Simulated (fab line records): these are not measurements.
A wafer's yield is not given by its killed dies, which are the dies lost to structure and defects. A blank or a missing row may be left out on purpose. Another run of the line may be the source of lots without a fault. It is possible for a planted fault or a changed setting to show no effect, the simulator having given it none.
Chamber matching :: flow nand harc :: cmp-01 running NHARC_A_CHANNEL_FILL_D2_CMP_10: 4 sister chambers
The step polishes, target thk 150 nm. 14 wafers are shown with their chamber, then 7 later ones without.

## WAFERS PAIRED WITH THEIR CHAMBERS
wafer: L679.1
chamber: 0
time to endpoint s (s): 18.7
motor current A (A): 11.9
slurry flow ml min: 149.6

wafer: L679.2
chamber: 2
time to endpoint s (s): 14.5
motor current A (A): 12.9
slurry flow ml min: 149.6

wafer: L679.3
chamber: 3
time to endpoint s (s): 16.4
motor current A (A): 12.1
slurry flow ml min: 150.3

wafer: L680.1
chamber: 1
time to endpoint s (s): 10.8
motor current A (A): 12.2
slurry flow ml min: 149.7

wafer: L680.2
chamber: 3
time to endpoint s (s): 14.7
motor current A (A): 11.6
slurry flow ml min: 149.6

wafer: L680.5
chamber: 2
time to endpoint s (s): 14.7
motor current A (A): 12.3
slurry flow ml min: 150.4

wafer: L685.3
chamber: 2
time to endpoint s (s): 12.5
motor current A (A): 13.2
slurry flow ml min: 150.1

wafer: L685.4
chamber: 0
time to endpoint s (s): 13.5
motor current A (A): 12.6
slurry flow ml min: 150.6

wafer: L685.6
chamber: 1
time to endpoint s (s): 11.7
motor current A (A): 12.6
slurry flow ml min: 150.2

wafer: L687.1
chamber: 3
time to endpoint s (s): 12.1
motor current A (A): 11.9
slurry flow ml min: 149.4

wafer: L687.5
chamber: 0
time to endpoint s (s): 12.8
motor current A (A): 12.9
slurry flow ml min: 149.9

wafer: L687.6
chamber: 3
time to endpoint s (s): 13.6
motor current A (A): 12.4
slurry flow ml min: 149.1

wafer: L689.3
chamber: 0
time to endpoint s (s): 14.3
motor current A (A): 13.4
slurry flow ml min: 149.7

wafer: L689.4
chamber: 3
time to endpoint s (s): 12.8
motor current A (A): 12.3
slurry flow ml min: 149.9

SIGNATURES (averages over the wafers above)
reading: time to endpoint s
chamber 0: 14.825
chamber 1: 11.250
chamber 2: 13.900
chamber 3: 13.920
scatter within a chamber: 1.9

reading: motor current A
chamber 0: 12.700
chamber 1: 12.400
chamber 2: 12.800
chamber 3: 12.060
scatter within a chamber: 0.457

reading: slurry flow ml min
chamber 0: 149.950
chamber 1: 149.950
chamber 2: 150.033
chamber 3: 149.660
scatter within a chamber: 0.437
Rule: a wafer lies at a distance from a chamber equal to the root of the sum of squares, over the readings, of (its reading less the chamber's mean, divided by the reading's scatter). If the next closest chamber is less than 2 further off than the closest, the wafer can't be placed; otherwise it belongs to the closest. The scatter: take each reading less its chamber's mean, square it, sum over the shown wafers, divide by the number of wafers less the number of chambers, and take the root.

## WAFERS WITHOUT THEIR CHAMBER
wafer: L689.6
time to endpoint s (s): 12.0
motor current A (A): 11.8
slurry flow ml min: 149.6

wafer: L698.4
time to endpoint s (s): 18.3
motor current A (A): 12.7
slurry flow ml min: 149.2

wafer: L698.5
time to endpoint s (s): 16.8
motor current A (A): 12.8
slurry flow ml min: 149.9

wafer: L698.6
time to endpoint s (s): 16.6
motor current A (A): 12.6
slurry flow ml min: 149.2

wafer: L700.1
time to endpoint s (s): 16.6
motor current A (A): 12.3
slurry flow ml min: 150.5

wafer: L700.3
time to endpoint s (s): 15.9
motor current A (A): 12.8
slurry flow ml min: 150.0

wafer: L700.5
time to endpoint s (s): 13.4
motor current A (A): 12.1
slurry flow ml min: 150.0

## WHICH CHAMBER EACH ONE RAN IN
wafer: L689.6
from the rows above: can't be placed: 3 or 1 or 0 or 2
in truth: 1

wafer: L698.4
from the rows above: can't be placed: 0 or 3 or 2 or 1
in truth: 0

wafer: L698.5
from the rows above: can't be placed: 0 or 2 or 3 or 1
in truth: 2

wafer: L698.6
from the rows above: can't be placed: 0 or 3 or 2 or 1
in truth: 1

wafer: L700.1
from the rows above: can't be placed: 0 or 2 or 3 or 1
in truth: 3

wafer: L700.3
from the rows above: can't be placed: 0 or 2 or 3 or 1
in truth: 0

wafer: L700.5
from the rows above: can't be placed: 3 or 1 or 0 or 2
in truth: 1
Placed correctly: 0 of 7. These rows do not allow placing 7 (true chamber among the candidates in 7). Placed wrongly: 0.
